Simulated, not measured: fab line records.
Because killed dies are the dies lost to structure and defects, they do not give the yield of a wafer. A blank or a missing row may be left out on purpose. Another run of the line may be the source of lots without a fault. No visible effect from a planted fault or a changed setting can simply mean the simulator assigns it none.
Matching of chambers	flow nand-harc	pecvd-02 running NHARC_P_M0_DEP_32: 3 sister chambers
The step deposits SiCN, target thk 30 nm. 6 wafers are shown with their chamber, then 9 later ones without.

== EACH WAFER AND ITS CHAMBER ==
wafer	chamber	heater-power-w (W)
L080.6	2	479
L086.3	2	537
L086.5	0	463
L089.2	1	663
L089.3	0	570
L089.5	1	667

== WAFERS WITHOUT THEIR CHAMBER ==
wafer	heater-power-w (W)
L091.2	582
L091.4	726
L091.5	532
L094.2	585
L094.4	589
L094.5	539
L097.3	570
L097.5	513
L097.6	720

== EACH ONE'S CHAMBER ==
wafer	from the rows above	in truth
L091.2	can't be placed: 0 or 2 or 1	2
L091.4	1	1
L091.5	can't be placed: 0 or 2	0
L094.2	can't be placed: 0 or 2 or 1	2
L094.4	can't be placed: 0 or 1 or 2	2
L094.5	can't be placed: 0 or 2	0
L097.3	can't be placed: 0 or 2 or 1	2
L097.5	can't be placed: 0 or 2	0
L097.6	1	1
2 of 9 placed correctly. Not placeable from these rows: 7 (in 7, the candidates include the true chamber). Wrongly placed: 0.
How it was worked out, from the rows above alone: a wafer's distance from a chamber is the root of the sum, over the readings, of the square of ((its reading less the chamber's mean) divided by the reading's scatter). If the next closest chamber is less than 2 further off than the closest, the wafer can't be placed; otherwise it belongs to the closest. A chamber's mean is the mean of its shown wafers. The scatter is the square root of a quotient: the sum, over the shown wafers, of each reading's squared deviation from its chamber's mean, divided by wafers minus chambers.
